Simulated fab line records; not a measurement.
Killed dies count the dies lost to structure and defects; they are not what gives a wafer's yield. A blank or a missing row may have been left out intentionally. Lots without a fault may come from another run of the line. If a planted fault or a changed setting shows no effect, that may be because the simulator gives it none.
What tool caused it? | flow n5 finfet | 8 lots, 24 wafers sampled, at 6 steps of a route of 1938

== WHAT THE GAUGES SHOWED, per wafer ==
N5_BEOL_M2_INSPECT_30: inspects for defects (brightfield). Usual: raw defect count at 447, with a standard deviation of 89.
lot  | measured     | on                | raw defect count | flag
L521 | day 7 17:32  | defect inspect-01 | 446 431 501      |
L526 | day 8 22:06  | defect inspect-01 | 457 547 519      |
L528 | day 9 13:13  | defect inspect-01 | 467 508 437      |
L534 | day 10 23:39 | defect inspect-02 | 905 895 988      | OFF
L536 | day 11 06:32 | defect inspect-02 | 944 874 841      | OFF
L537 | day 11 08:57 | defect inspect-02 | 522 421 634      |
L538 | day 11 18:41 | defect inspect-01 | 421 409 469      |
L539 | day 12 05:11 | defect inspect-01 | 460 527 461      |

N5_BEOL_M4_RC_MEAS_101. Usual: DIBL_N 37.3 mV/V, standard deviation 2.3; DIBL_P 37.4 mV/V, standard deviation 2.9; IOFF_N 0.18 nA/um, standard deviation 0.045; IOFF_P 0.25 nA/um, standard deviation 0.054; ION_N 679 uA/um, standard deviation 15; ION_P 468 uA/um, standard deviation 9.7; SS_N 71.8 mV/dec, standard deviation 0.62; SS_P 73.6 mV/dec, standard deviation 0.76; VT_N 248 mV, standard deviation 4.1; VT_P -248 mV, standard deviation 3.6.
lot  | measured     | on        | DIBL_N (mV/V)  | DIBL_P (mV/V)  | IOFF_N (nA/um) | IOFF_P (nA/um) | ION_N (uA/um) | ION_P (uA/um) | SS_N (mV/dec)  | SS_P (mV/dec)  | VT_N (mV)   | VT_P (mV)      | flag
L521 | day 8 22:00  | prober-01 | 36.8 38.7 37.2 | 36.0 38.6 37.3 | 0.17 0.21 0.18 | 0.23 0.28 0.26 | 683 687 692   | 464 473 480   | 71.3 72.1 71.9 | 73.0 74.0 74.4 | 251 247 248 | -249 -245 -245 |
L526 | day 10 02:01 | prober-02 | 39.1 38.3 41.6 | 39.9 37.7 44.0 | 0.21 0.19 0.27 | 0.28 0.24 0.34 | 685 680 706   | 467 461 480   | 71.8 71.5 73.0 | 74.1 72.9 75.6 | 245 248 244 | -247 -249 -245 |
L528 | day 10 20:28 | prober-02 | 38.0 37.5 39.2 | 39.3 38.2 40.2 | 0.22 0.17 0.25 | 0.24 0.21 0.26 | 696 675 702   | 471 455 467   | 71.9 72.6 71.9 | 73.7 73.8 73.8 | 245 248 242 | -251 -253 -247 |
L534 | day 12 06:49 | prober-01 | 38.4 36.5 37.4 | 39.6 37.6 38.9 | 0.22 0.18 0.21 | 0.29 0.25 0.28 | 672 695 703   | 459 473 474   | 73.0 71.3 71.7 | 74.3 74.1 74.2 | 248 248 245 | -246 -246 -244 |
L536 | day 12 10:40 | prober-02 | 39.6 41.1 36.8 | 38.4 40.5 33.9 | 0.19 0.23 0.14 | 0.25 0.32 0.17 | 683 682 653   | 464 467 449   | 71.9 73.4 71.7 | 74.1 74.8 72.3 | 248 246 255 | -251 -244 -253 |
L537 | day 13 04:02 | prober-01 | 38.4 36.2 38.8 | 38.8 35.8 39.9 | 0.19 0.15 0.20 | 0.27 0.22 0.29 | 677 662 677   | 475 462 469   | 71.7 71.6 72.2 | 73.7 72.5 73.6 | 246 252 248 | -244 -245 -245 |
L538 | day 13 07:53 | prober-02 | 40.7 35.8 39.5 | 41.8 35.6 41.2 | 0.23 0.14 0.22 | 0.30 0.20 0.28 | 679 662 677   | 467 462 464   | 72.8 71.7 73.2 | 73.9 73.1 74.6 | 244 252 246 | -248 -252 -249 |
L539 | day 13 12:40 | prober-01 | 38.2 38.9 34.8 | 37.6 41.0 34.9 | 0.17 0.22 0.12 | 0.22 0.31 0.19 | 663 688 654   | 455 470 460   | 72.4 72.6 71.5 | 73.6 74.6 73.9 | 254 244 257 | -252 -246 -251 |

== WHICH TOOL RAN EACH LOT (tool, then ch and the chambers of the sampled wafers, then the start) ==
lot  | N5_BEOL_M2_ETCH_63                 | N5_BEOL_M2_STRIP_66                | N5_BEOL_M2_HM_OPEN_17             | N5_BEOL_M2_STRIP_19
L521 | rie diel-06 ch 0,3, day 7 16:37    | rie diel-06 ch 0,3, day 7 16:47    | rie metal-02 ch 0,1, day 7 16:49  | rie diel-06 ch 1,3, day 7 16:56
L526 | rie diel-04 ch 0,1,2, day 8 21:14  | rie diel-04 ch 0,1,2, day 8 21:23  | rie metal-03 ch 1, day 8 21:26    | rie diel-04 ch 1,2,3, day 8 21:35
L528 | rie diel-02 ch 0,2,3, day 9 12:18  | rie diel-02 ch 0,2,3, day 9 12:28  | rie metal-02 ch 0,1, day 9 12:30  | rie diel-06 ch 1,2, day 9 12:37
L534 | rie diel-02 ch 0,2,3, day 10 22:43 | rie diel-02 ch 0,2,3, day 10 22:53 | rie metal-02 ch 0,1, day 10 22:55 | rie diel-02 ch 0,1,2, day 10 23:02
L536 | rie diel-02 ch 1,2,3, day 11 05:45 | rie diel-02 ch 1,2,3, day 11 05:55 | rie metal-02 ch 0,1, day 11 05:57 | rie diel-02 ch 1,3, day 11 06:04
L537 | rie diel-02 ch 1,3, day 11 08:04   | rie diel-02 ch 1,3, day 11 08:14   | rie metal-03 ch 0, day 11 08:16   | rie diel-06 ch 1,3, day 11 08:29
L538 | rie diel-02 ch 1,2,3, day 11 17:43 | rie diel-02 ch 1,2,3, day 11 17:53 | rie metal-03 ch 0, day 11 17:58   | rie diel-04 ch 0,2,3, day 11 18:12
L539 | rie diel-06 ch 1,2,3, day 12 04:17 | rie diel-06 ch 1,2,3, day 12 04:26 | rie metal-03 ch 0, day 12 04:29   | rie diel-06 ch 0,1, day 12 04:35
- N5_BEOL_M2_ETCH_63: etches SiARC in CF4, target depth 15.6 nm, time 26 s.
- N5_BEOL_M2_STRIP_66: strips in CF4.
- N5_BEOL_M2_HM_OPEN_17: chemistry Cl2/BCl3, target TiN, target depth 20 nm, overetch 6 nm.
- N5_BEOL_M2_STRIP_19: strips in O2.

== AS READ BY THE TOOLS THEMSELVES (means over the sampled wafers that have a number; for cases with no such wafer, the mark the record gives instead) ==
N5_BEOL_M2_ETCH_63. Usual: drypump motor current A 5.6 A, standard deviation 0.41; etch rf on time s 26.1 s, standard deviation 0.77; oes product au 0.66 a.u., standard deviation 0.069; rf vpp V 183.7 V, standard deviation 1.2; showerhead plenum p Torr 2.11 Torr, standard deviation 0.048; throttle valve pct 15.65 %, standard deviation 0.15.
lot  | tool        | drypump motor current A (A) | etch rf on time s (s) | oes product au (a.u.) | rf vpp V (V) | showerhead plenum p Torr (Torr) | throttle valve pct (%) | flag
L521 | rie diel-06 | 5.6                         | 26.2                  | 0.62                  | 183.0        | 2.10                            | 15.65                  |
L526 | rie diel-04 | 5.7                         | 26.2                  | 0.62                  | 182.8        | 2.12                            | 15.74                  |
L528 | rie diel-02 | 5.3                         | 25.9                  | 0.65                  | 184.1        | 2.16                            | 15.61                  |
L534 | rie diel-02 | 5.3                         | 25.8                  | 0.65                  | 184.2        | 2.16                            | 15.65                  |
L536 | rie diel-02 | 5.2                         | 25.9                  | 0.65                  | 183.4        | 2.10                            | 15.60                  |
L537 | rie diel-02 | 5.5                         | 25.6                  | 0.64                  | 182.7        | 2.05                            | 15.62                  |
L538 | rie diel-02 | 5.2                         | 26.0                  | 0.64                  | 183.4        | 2.10                            | 15.61                  |
L539 | rie diel-06 | 5.7                         | 26.7                  | 0.67                  | 183.7        | 2.09                            | 15.77                  |

N5_BEOL_M2_STRIP_66. Usual: drypump motor current A 5.6 A, standard deviation 0.41; oes product au 0.77 a.u., standard deviation 0.073; rf vpp V 270.6 V, standard deviation 1.4; showerhead plenum p Torr 1.77 Torr, standard deviation 0.041; throttle valve pct 13.62 %, standard deviation 0.15.
lot  | tool        | drypump motor current A (A) | oes product au (a.u.) | rf vpp V (V) | showerhead plenum p Torr (Torr) | throttle valve pct (%) | flag
L521 | rie diel-06 | 5.6                         | 0.72                  | 270.5        | 1.75                            | 13.60                  |
L526 | rie diel-04 | 5.7                         | 0.72                  | 270.9        | 1.77                            | 13.70                  |
L528 | rie diel-02 | 5.3                         | 0.76                  | 271.4        | 1.82                            | 13.63                  |
L534 | rie diel-02 | 5.3                         | 0.75                  | 271.8        | 1.81                            | 13.66                  |
L536 | rie diel-02 | 5.2                         | 0.75                  | 269.7        | 1.77                            | 13.61                  |
L537 | rie diel-02 | 5.5                         | 0.73                  | 269.7        | 1.73                            | 13.65                  |
L538 | rie diel-02 | 5.2                         | 0.74                  | 271.5        | 1.76                            | 13.64                  |
L539 | rie diel-06 | 5.7                         | 0.79                  | 270.1        | 1.76                            | 13.74                  |

N5_BEOL_M2_HM_OPEN_17. Usual: drypump motor current A 5.9 A, standard deviation 0.3; oes product au 0.64 a.u., standard deviation 0.083; throttle valve pct 22.28 %, standard deviation 0.3.
lot  | tool         | drypump motor current A (A) | oes product au (a.u.) | throttle valve pct (%) | flag
L521 | rie metal-02 | 5.6                         | 0.65                  | 21.98                  |
L526 | rie metal-03 | 6.0                         | 0.54                  | 22.67                  |
L528 | rie metal-02 | 5.6                         | 0.63                  | 22.00                  |
L534 | rie metal-02 | 5.6                         | 0.63                  | 22.00                  |
L536 | rie metal-02 | 5.8                         | 0.61                  | 22.16                  |
L537 | rie metal-03 | 6.0                         | 0.71                  | 22.05                  |
L538 | rie metal-03 | 5.9                         | 0.69                  | 22.06                  |
L539 | rie metal-03 | 5.9                         | 0.69                  | 22.07                  |

N5_BEOL_M2_STRIP_19. Usual: drypump motor current A 5.6 A, standard deviation 0.4; oes product au 0.77 a.u., standard deviation 0.074; rf vpp V 3.7 V, standard deviation 0.53; showerhead plenum p Torr 2.07 Torr, standard deviation 0.07; throttle valve pct 16.69 %, standard deviation 0.15.
lot  | tool        | drypump motor current A (A) | oes product au (a.u.) | rf vpp V (V) | showerhead plenum p Torr (Torr) | throttle valve pct (%) | flag
L521 | rie diel-06 | 5.7                         | 0.89                  | 4.0          | 2.04                            | 16.55                  |
L526 | rie diel-04 | 5.5                         | 0.75                  | 3.1          | 2.03                            | 16.79                  |
L528 | rie diel-06 | 5.7                         | 0.78                  | 4.0          | 2.06                            | 16.87                  |
L534 | rie diel-02 | 5.4                         | 0.71                  | 3.7          | 2.11                            | 16.68                  |
L536 | rie diel-02 | 5.3                         | 0.77                  | 3.7          | 2.01                            | 16.65                  |
L537 | rie diel-06 | 5.7                         | 0.83                  | 3.2          | 2.02                            | 16.63                  |
L538 | rie diel-04 | 5.9                         | 0.72                  | 3.1          | 2.09                            | 16.82                  |
L539 | rie diel-06 | 6.0                         | 0.88                  | 3.8          | 2.02                            | 16.61                  |

== THE ANSWER, worked out from the rows above alone ==
Rule: a lot is off if the mean of its wafers that have a number lies more than 3 standard deviations from the usual mean. A lot without any number at a reading at which 4 lots or more have one is off too. Where the step has rows for the other lots, those lots are counted as sound. The gauges are gone through in route order, then the tools' own readings, and for those a lot's mean is taken as printed above. The first step at which some lot is off is used, and at that step the reading that is off furthest; a lot without a number counts as furthest.
Off: L534, L536 (N5_BEOL_M2_INSPECT_30, raw defect count).
If a tool, at a process step before that reading, ran all the lots that are off and no sound lot after the first of them, it fits. Gauges at N5_BEOL_M2_INSPECT_30: tried the same way as those tools. 2 tools fit, rie metal-02 at N5_BEOL_M2_HM_OPEN_17 and rie diel-02 at N5_BEOL_M2_STRIP_19, so this cannot tell which one it is.

== WHAT WAS PUT IN BY THE SIMULATOR ==
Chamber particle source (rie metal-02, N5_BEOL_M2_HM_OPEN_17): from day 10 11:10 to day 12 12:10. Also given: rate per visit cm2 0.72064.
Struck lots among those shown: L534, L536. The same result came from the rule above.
